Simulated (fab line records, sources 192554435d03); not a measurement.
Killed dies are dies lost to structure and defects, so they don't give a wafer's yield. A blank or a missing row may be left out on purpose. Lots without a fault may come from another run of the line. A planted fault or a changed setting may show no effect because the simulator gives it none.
Chamber matching | flow n5_finfet | N5_BEOL_M5_DESCUM_33 on rie_diel-02: 4 sister chambers
The step chemistry O2, time 7 s. 4 wafers are shown with their chamber, then 11 later ones without.

WAFERS WITH THEIR CHAMBER
wafer  | chamber | showerhead_plenum_p_Torr (Torr)
L084.4 | 2       | 2.11
L084.5 | 3       | 1.99
L084.6 | 0       | 2.18
L086.2 | 1       | 2.23

WAFERS WITHOUT THEIR CHAMBER
wafer  | showerhead_plenum_p_Torr (Torr)
L086.3 | 2.10
L086.6 | 2.23
L089.2 | 2.10
L089.4 | 2.17
L089.5 | 2.10
L093.1 | 1.98
L093.2 | 2.17
L093.3 | 2.22
L095.2 | 2.17
L095.3 | 2.22
L095.4 | 2.22

WHICH CHAMBER EACH WENT THROUGH
wafer  | from the rows above | in truth
L086.3 | 2                   | 2
L086.6 | 1                   | 1
L089.2 | 2                   | 2
L089.4 | 0                   | 0
L089.5 | 2                   | 2
L093.1 | 3                   | 3
L093.2 | 0                   | 0
L093.3 | 1                   | 1
L095.2 | 0                   | 0
L095.3 | 1                   | 1
L095.4 | 1                   | 1
Placed correctly: 11 of 11. Can't be placed from these rows: 0. Placed wrongly: 0.
How it was worked out, from the rows above alone: a wafer's distance from a chamber is the root of the sum, over the readings, of the square of ((its reading less the chamber's mean) divided by the reading's scatter). The wafer belongs to the nearest chamber; if the next one is less than 2 further off, it can't be placed. A chamber's mean is the mean of its shown wafers. The scatter: with one shown wafer a chamber, the root of the mean of the squares of how far each hidden wafer lies from its nearest shown one.
